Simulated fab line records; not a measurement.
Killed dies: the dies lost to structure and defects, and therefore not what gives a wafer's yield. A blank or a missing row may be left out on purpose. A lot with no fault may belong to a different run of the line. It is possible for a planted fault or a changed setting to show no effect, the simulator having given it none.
Split-lot study | flow n5-finfet | 21 wafers read from 7 lots, route of 1938 steps

ON THE SPLIT
At N5_BEOL_M8_COAT_64 (time 60 s, resist thk 12 nm), the setting spin-rpm was moved away from the recipe's 1500 rpm on 6 of the 21 wafers read, by -10.9% to +9.2%. For the rest of the wafers, this setting stayed at what the recipe calls for.

FROM THE SPLIT TO THE READING: what the file shows between them, 6 steps
- N5_BEOL_M8_COAT_71: time 60 s, resist thk 5 nm (also split here: temp-c)
- N5_BEOL_M8_COAT_22: resist thk 30 nm
- N5_BEOL_M8_EBR_24
- N5_BEOL_M8_DESCUM_33: chemistry O2, time 7 s
- N5_BEOL_M8_ETCH_72: etches underlayer in N2/H2, target depth 6.5 nm, time 5.2 s
- N5_BEOL_M8_ETCH_65: etches SiARC in CF4, target depth 15.6 nm, time 26 s

THE READING
SiARC_of_BEOL_M8_COAT_64.thk-nm (the simulator's own value, which no gauge read), in nm, at N5_BEOL_M8_ETCH_66 (etches SOC in N2/H2, target depth 80 nm, overetch 16 nm, time 120 s). There is no usual value for it anywhere in the file. The 15 wafers here that ran the recipe average 6.3 nm, standard deviation 0.088 nm.

wafer  | tool, chamber at the split | spin-rpm as run, rpm | against the recipe | SiARC_of_BEOL_M8_COAT_64.thk-nm, nm | against lot-mates on the recipe
L075.1 | litho-track-04, 0          | 1500                 | recipe             | 6.4                                 | -
L075.2 | litho-track-04, 0          | 1500                 | recipe             | 6.4                                 | -
L075.4 | litho-track-04, 0          | 1500                 | recipe             | 6.4                                 | -
L078.2 | litho-track-04, 0          | 1638                 | +9.2%              | 6                                   | no lot-mate on the recipe
L078.5 | litho-track-04, 0          | 1638                 | +9.2%              | 6                                   | no lot-mate on the recipe
L078.6 | litho-track-04, 0          | 1638                 | +9.2%              | 5.8                                 | no lot-mate on the recipe
L079.1 | litho-track-04, 0          | 1500                 | recipe             | 6.2                                 | -
L079.3 | litho-track-04, 0          | 1500                 | recipe             | 6.2                                 | -
L079.4 | litho-track-04, 0          | 1336                 | -10.9%             | 7                                   | +0.8
L080.2 | litho-track-03, 0          | 1500                 | recipe             | 6.2                                 | -
L080.3 | litho-track-03, 0          | 1500                 | recipe             | 6.4                                 | -
L080.5 | litho-track-03, 0          | 1500                 | recipe             | 6.4                                 | -
L082.3 | litho-track-01, 0          | 1500                 | recipe             | 6.2                                 | -
L082.4 | litho-track-01, 0          | 1500                 | recipe             | 6.4                                 | -
L082.5 | litho-track-01, 0          | 1500                 | recipe             | 6.4                                 | -
L088.1 | litho-track-03, 0          | 1608                 | +7.2%              | 6                                   | -0.4
L088.5 | litho-track-03, 0          | 1500                 | recipe             | 6.4                                 | -
L088.6 | litho-track-03, 0          | 1500                 | recipe             | 6.4                                 | -
L089.1 | litho-track-03, 0          | 1385                 | -7.7%              | 6.8                                 | +0.4
L089.4 | litho-track-03, 0          | 1500                 | recipe             | 6.4                                 | -
L089.6 | litho-track-03, 0          | 1500                 | recipe             | 6.4                                 | -

FIT RESULTS
A straight line over all 21 wafers: SiARC_of_BEOL_M8_COAT_64.thk-nm changes by -0.0512 nm for each +1% of spin-rpm; r = -0.94; the points scatter about the line by 0.092 nm.
The same after taking each lot's own level away (the mean of its wafers on the recipe; 18 wafers): -0.0636 nm for each +1%; r = -0.96; scatter 0.068 nm.
On that fit, the largest move of spin-rpm shifts the reading by 0.7 nm.
Measured against the standard deviation above, the lots' own levels, which go from 6.20 to 6.40 nm, span 2.3 times it.
So the slope is not independent of the lot-to-lot level: the two fits are not the same.
Check: with one of the wafers moved furthest among these (-10.9%) left out of the fit, the line predicts +0.586 nm for it against its lot-mates. It came out at +0.8 nm against them.

FURTHER SPLITS ON THESE WAFERS
Before the reading, these wafers also passed through other splits. Each is held against what the fit with the lots' levels taken away leaves over:
other split on the same wafers     | wafers away from the commonest value | r with SiARC_of_BEOL_M8_COAT_64.thk-nm (lot level and that fit taken away)
N5_BEOL_M3_COAT_67 spin-rpm        | 10                                   | +0.24
N5_BEOL_M3_COAT_22 spin-rpm        | 6                                    | +0.08
N5_BEOL_M5_COAT_22 spin-rpm        | 6                                    | +0.38
N5_BEOL_M6_VIA_ETCH_34 time-s      | 7                                    | -0.14
N5_BEOL_M6_ETCH_41 time-s          | 5                                    | +0.00
N5_BEOL_M7_DESCUM_33 time-s        | 7                                    | -0.02
N5_BEOL_M7_TRENCH_ETCH_37 source-w | 5                                    | -0.27
N5_BEOL_M8_COAT_71 temp-c          | 9                                    | +0.12

THE WHOLE CHAIN: every reading that the file lists as answering this split, in the file's order
step               | what it does                                                        | reading                                                                          | change (the file's fit)                | r (the file's)
N5_BEOL_M8_COAT_64 | time 60 s, resist thk 12 nm                                         | SiARC_of_BEOL_M8_COAT_64.thk-nm (the simulator's own value, which no gauge read) | -0.061 nm for each +1% of the setting  | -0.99
N5_BEOL_M8_ETCH_65 | etches SiARC in CF4, target depth 15.6 nm, time 26 s                | etch-rf-on-time-s                                                                | withheld for each +1% of the setting   | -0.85
N5_BEOL_M8_ETCH_65 | etches SiARC in CF4, target depth 15.6 nm, time 26 s                | etch.depth-nm (the simulator's own value, which no gauge read)                   | -0.0646 nm for each +1% of the setting | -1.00
N5_BEOL_M8_ETCH_66 | etches SOC in N2/H2, target depth 80 nm, overetch 16 nm, time 120 s | SiARC_of_BEOL_M8_COAT_64.thk-nm (the simulator's own value, which no gauge read) | -0.0638 nm for each +1% of the setting | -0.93

THE FILE'S OWN FIT
SiARC_of_BEOL_M8_COAT_64.thk-nm changes by -0.0638 nm for each +1% of spin-rpm, r = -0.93.
